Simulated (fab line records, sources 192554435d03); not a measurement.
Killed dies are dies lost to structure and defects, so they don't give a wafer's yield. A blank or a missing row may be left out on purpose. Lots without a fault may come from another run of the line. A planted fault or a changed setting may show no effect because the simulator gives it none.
A struck lot beside a sound one | flow n5_finfet | 25 steps out of a route of 1938
Sound: wafers L941.2, L941.4, L941.5. Struck: wafer L949.5. (L949.3, L949.4 of the same lot were not struck and are left out.) The cause comes at the end.
At each step with rows: each side's tool, then ch and its chambers, then its first start. Under that, the readings that differ: sound wafers | struck wafers | difference of the means | sigmas: that difference in standard deviations of wafers without a fault.
alike: readings whose means differ by less than 2 such deviations, and words and numbers that are the same on both sides. not compared: withheld readings, readings that some wafer has no value for, bounds like >300 that may hide the same value, and numbers for which the record gives no deviation and whose values overlap.
The two part at a step that has a row with sigmas, a row that says differs or no value, or rows on one side only. Numbers that don't overlap but have no deviation are shown without sigmas and don't part them. A reading that every wafer of one side lacks parts them only if that side has two wafers or more.

first, 9 steps without rows for these wafers: N5_BEOL_M2_ANNEAL_95 (time 240 s); N5_BEOL_M2_SPUTTER_96 (material Cu, target thk 4.5 nm, time 8.29 s); N5_BEOL_M2_ECD_50 (material Cu, target thk 300 nm); N5_BEOL_M2_ANNEAL_51 (time 90 s); N5_BEOL_M2_CMP_52 (polishes, stops on SiOC, t overpolish 6.8 s, target thk 40 nm); N5_BEOL_M2_PRE_CLEAN_60 (time 15 s); N5_BEOL_M2_CO_CAP_55 (material Co, precursor CCTBA/H2, target thk 2 nm, time 102.1 s); N5_BEOL_M2_PRE_CLEAN_56 (time 15 s); N5_BEOL_M2_DEP_57 (deposits SiCN from 3MS/NH3, target thk 8 nm, time 14 s).
N5_BEOL_M3_ILD_DEP_00: deposits SiOC from DEMS/O2, target thk 79 nm, time 15.3 s.
  sound on pecvd-03 ch 0,2, day 9 01:41; struck on pecvd-03 ch 2, day 10 21:16
  alike: heater_power_w, showerhead_plenum_p_Torr, throttle_valve_pct
then, 11 steps without rows for these wafers: N5_BEOL_M3_PECVD_72 (deposits SiO2 from TEOS/O2, target thk 16 nm, time 18 s); N5_BEOL_M3_HM_DEP_02 (deposits TiN, target thk 20 nm); N5_BEOL_M3_COAT_61 (time 60 s, resist thk 60 nm); N5_BEOL_M3_COAT_62 (time 60 s, resist thk 12 nm); N5_BEOL_M3_COAT_73 (time 60 s, resist thk 5 nm); N5_BEOL_M3_COAT_05 (resist thk 30 nm); N5_BEOL_M3_EBR_07; N5_BEOL_M3_SOFTBAKE_06 (time 60 s); N5_BEOL_M3_EXPOSE_08 (exposes mask M3); N5_BEOL_M3_PEB_09 (peb time 60 s); N5_BEOL_M3_DEVELOP_10 (develop time 30 s).
N5_BEOL_M3_INSPECT_13: inspects for defects (brightfield).
  sound on defect_inspect-02, day 9 05:54; struck on defect_inspect-02, day 10 22:43
  reading          | sound       | struck | difference | sigmas
  raw_defect_count | 329 558 466 | 1725   | +1274      | +16
then, 1 step without rows for these wafers: N5_BEOL_M3_DESCUM_16 (chemistry O2, time 7 s).
N5_BEOL_M4_RC_MEAS_101:
  sound on prober-01 ch 0, day 10 03:54; struck on prober-02 ch 0, day 12 00:52
  reading       | sound          | struck | difference | sigmas
  DIBL_N (mV/V) | 36.2 37.3 34.9 | 32.5   | -3.6       | -2
  DIBL_P (mV/V) | 36.0 38.8 36.4 | 32.3   | -4.8       | -2
  SS_N (mV/dec) | 72.8 72.2 72.1 | 70.8   | -1.6       | -2
  VT_P (mV)     | -248 -244 -246 | -253   | -7         | -2
  alike: IOFF_N, IOFF_P, ION_N, ION_P, SS_P, VT_N
-- the record jumps here: 5 days lie between the struck wafers' starts before and after (it left off in module BEOL_M4 and takes up again in module PASSIVATION, whose first step shown is number 1936 of the route) --
N5_PASSIVATION_PROBE_49:
  the record has rows for the struck wafers here (prober-01, day 16 13:55) and none for the sound ones

WHERE THEY PART
First at N5_BEOL_M3_INSPECT_13; last, within this record, at N5_PASSIVATION_PROBE_49.

WHY: what the simulator had put in
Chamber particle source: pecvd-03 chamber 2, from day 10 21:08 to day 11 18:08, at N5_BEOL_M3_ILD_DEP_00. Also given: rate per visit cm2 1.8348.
